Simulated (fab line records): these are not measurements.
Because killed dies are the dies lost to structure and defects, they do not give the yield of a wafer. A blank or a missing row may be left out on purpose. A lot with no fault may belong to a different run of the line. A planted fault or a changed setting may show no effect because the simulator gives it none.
Lot-split experiment -- flow n5 finfet -- 39 wafers read across 7 lots, on a route 1938 steps long

## THE SPLIT ITSELF
At N5_BEOL_M6_HM_DEP_02 (deposits TiN, target thk 20 nm), the setting target thk a was moved away from the recipe's 200 angstrom on 12 of the 39 wafers read, by -44.1% to +45.9%. For the rest of the wafers, this setting stayed at what the recipe calls for.

## FROM THE SPLIT TO THE READING: what the file shows between them, 4 steps
- N5_BEOL_M6_COAT_59: time 60 s, resist thk 100 nm
- N5_BEOL_M6_COAT_60: time 60 s, resist thk 35 nm
- N5_BEOL_M6_STRIP_68: strips in N2/H2
- N5_BEOL_M6_STRIP_67: strips in CF4

## THE READING
etch.depth nm (the simulator's own value, which no gauge read), in nm, at N5_BEOL_M6_HM_OPEN_17 (chemistry Cl2/BCl3, target TiN, target depth 20 nm, overetch 6 nm). There is no usual value for it anywhere in the file. Across the 27 wafers here that went through the recipe, the average is 20.21 nm and the standard deviation 0.18 nm.

wafer,"tool, chamber at the split","target thk a as run, angstrom",against the recipe,"etch.depth nm, nm",against lot-mates on the recipe
L075.1,"pvd sputter-02, -",200,recipe,20.32,-
L075.2,"pvd sputter-02, -",200,recipe,20.41,-
L075.3,"pvd sputter-02, -",291.9,+45.9%,25.92,+5.68
L075.4,"pvd sputter-02, -",291.9,+45.9%,25.04,+4.80
L075.5,"pvd sputter-02, -",200,recipe,19.98,-
L075.6,"pvd sputter-02, -",291.9,+45.9%,25.5,+5.26
L078.1,"pvd sputter-01, -",200,recipe,20.32,-
L078.2,"pvd sputter-01, -",200,recipe,20.01,-
L078.3,"pvd sputter-01, -",200,recipe,20.15,-
L078.4,"pvd sputter-01, -",200,recipe,20.38,-
L078.5,"pvd sputter-01, -",200,recipe,19.93,-
L078.6,"pvd sputter-01, -",200,recipe,20.37,-
L089.1,"pvd sputter-03, -",200,recipe,20.18,-
L089.2,"pvd sputter-03, -",200,recipe,19.67,-
L089.3,"pvd sputter-03, -",200,recipe,20.09,-
L089.4,"pvd sputter-03, -",200,recipe,20.05,-
L089.5,"pvd sputter-03, -",200,recipe,20.06,-
L089.6,"pvd sputter-03, -",200,recipe,20.47,-
L086.1,"pvd sputter-03, -",111.7,-44.1%,11.73,-8.58
L086.2,"pvd sputter-03, -",200,recipe,20.42,-
L086.3,"pvd sputter-03, -",200,recipe,20.29,-
L086.4,"pvd sputter-03, -",111.7,-44.1%,11.67,-8.64
L086.5,"pvd sputter-03, -",200,recipe,20.21,-
L086.6,"pvd sputter-03, -",111.7,-44.1%,11.86,-8.45
L088.1,"pvd sputter-03, -",200,recipe,20.29,-
L088.2,"pvd sputter-03, -",154,-23.0%,15.46,-4.77
L088.3,"pvd sputter-03, -",200,recipe,20.23,-
L088.4,"pvd sputter-03, -",154,-23.0%,15.27,-4.96
L088.5,"pvd sputter-03, -",200,recipe,20.17,-
L088.6,"pvd sputter-03, -",154,-23.0%,15.66,-4.57
L090.1,"pvd sputter-03, -",200,recipe,20.32,-
L090.5,"pvd sputter-03, -",200,recipe,20.22,-
L090.6,"pvd sputter-03, -",200,recipe,20.3,-
L093.1,"pvd sputter-01, -",200,recipe,20.1,-
L093.2,"pvd sputter-01, -",249.1,+24.6%,25.06,+4.77
L093.3,"pvd sputter-01, -",249.1,+24.6%,25.06,+4.77
L093.4,"pvd sputter-01, -",200,recipe,20.42,-
L093.5,"pvd sputter-01, -",249.1,+24.6%,25.13,+4.84
L093.6,"pvd sputter-01, -",200,recipe,20.36,-

FIT RESULTS
A straight line over all 39 wafers: etch.depth nm changes by +0.163 nm for each +1% of target thk a; r = +0.97; the points scatter about the line by 0.79 nm.
The same after taking each lot's own level away (the mean of its wafers on the recipe; 39 wafers): +0.163 nm for each +1%; r = +0.97; scatter 0.79 nm.
Per that fit: largest target thk a move, reading shift of 7.5 nm.
Measured against the standard deviation above, the lots' own levels, which go from 20.087 to 20.307 nm, span 1.2 times it.
Hence the lot-to-lot level has little effect on the slope; both slopes agree.
Check: with one of the wafers moved furthest among these (+45.9%) left out of the fit, the line predicts +7.49 nm for it against its lot-mates. Against them it came out at +5.68 nm.

## THE WHOLE CHAIN: every reading that the file lists as answering this split, in the file's order
step,what it does,reading,change (the file's fit),r (the file's)
N5_BEOL_M6_HM_DEP_02,"deposits TiN, target thk 20 nm","TiN_of_BEOL_M6_HM_DEP_02.thk nm (the simulator's own value, which no gauge read)",+0.197 nm for each +1% of the setting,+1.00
N5_BEOL_M6_HM_OPEN_17,"chemistry Cl2/BCl3, target TiN, target depth 20 nm, overetch 6 nm","etch.depth nm (the simulator's own value, which no gauge read)",+0.163 nm for each +1% of the setting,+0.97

## FILE'S OWN FIT
etch.depth nm changes by +0.163 nm for each +1% of target thk a, r = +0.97.
